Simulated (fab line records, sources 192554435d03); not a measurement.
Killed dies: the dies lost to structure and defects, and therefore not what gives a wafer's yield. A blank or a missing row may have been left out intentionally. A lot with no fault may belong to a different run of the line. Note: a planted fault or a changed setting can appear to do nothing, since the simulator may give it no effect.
Matching of chambers    flow n5-finfet    rie-diel-04 running N5_DUMMY_GATE_ETCH_29: 4 sister chambers
The step etches underlayer in N2/H2, target depth 13 nm. 8 wafers are shown with their chamber, then 9 later ones without.

## EACH WAFER AND ITS CHAMBER
wafer   chamber  showerhead-plenum-p-Torr (Torr)  drypump-motor-current-A (A)
L086.1  3        2.42                             6.6
L086.2  2        2.62                             5.8
L088.2  0        2.61                             5.8
L088.3  3        2.42                             6.5
L088.5  2        2.61                             5.7
L091.2  1        2.48                             5.7
L091.4  0        2.61                             5.8
L091.5  1        2.48                             5.7

## WAFERS WITHOUT THEIR CHAMBER
wafer   showerhead-plenum-p-Torr (Torr)  drypump-motor-current-A (A)
L092.2  2.61                             5.8
L092.3  2.41                             6.5
L092.5  2.61                             5.8
L094.2  2.61                             5.8
L094.3  2.61                             5.8
L094.5  2.48                             5.7
L096.3  2.47                             5.7
L096.4  2.61                             5.8
L096.5  2.47                             5.7

## THE CHAMBER EACH PASSED THROUGH
wafer   from the rows above      in truth
L092.2  can't be placed: 0 or 2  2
L092.3  3                        3
L092.5  can't be placed: 0 or 2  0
L094.2  can't be placed: 0 or 2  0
L094.3  can't be placed: 0 or 2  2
L094.5  1                        1
L096.3  1                        1
L096.4  can't be placed: 0 or 2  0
L096.5  1                        1
4 of 9 placed correctly. Unplaceable from these rows: 5, with the true chamber sitting among the candidates in 5. 0 placed wrongly.
How it was worked out, from the rows above alone: a wafer's distance from a chamber is the root of the sum, over the readings, of the square of ((its reading less the chamber's mean) divided by the reading's scatter). If the next closest chamber is less than 2 further off than the closest, the wafer can't be placed; otherwise it belongs to the closest. A chamber's mean is the mean of its shown wafers. The scatter is the square root of a quotient: the sum, over the shown wafers, of each reading's squared deviation from its chamber's mean, divided by wafers minus chambers.
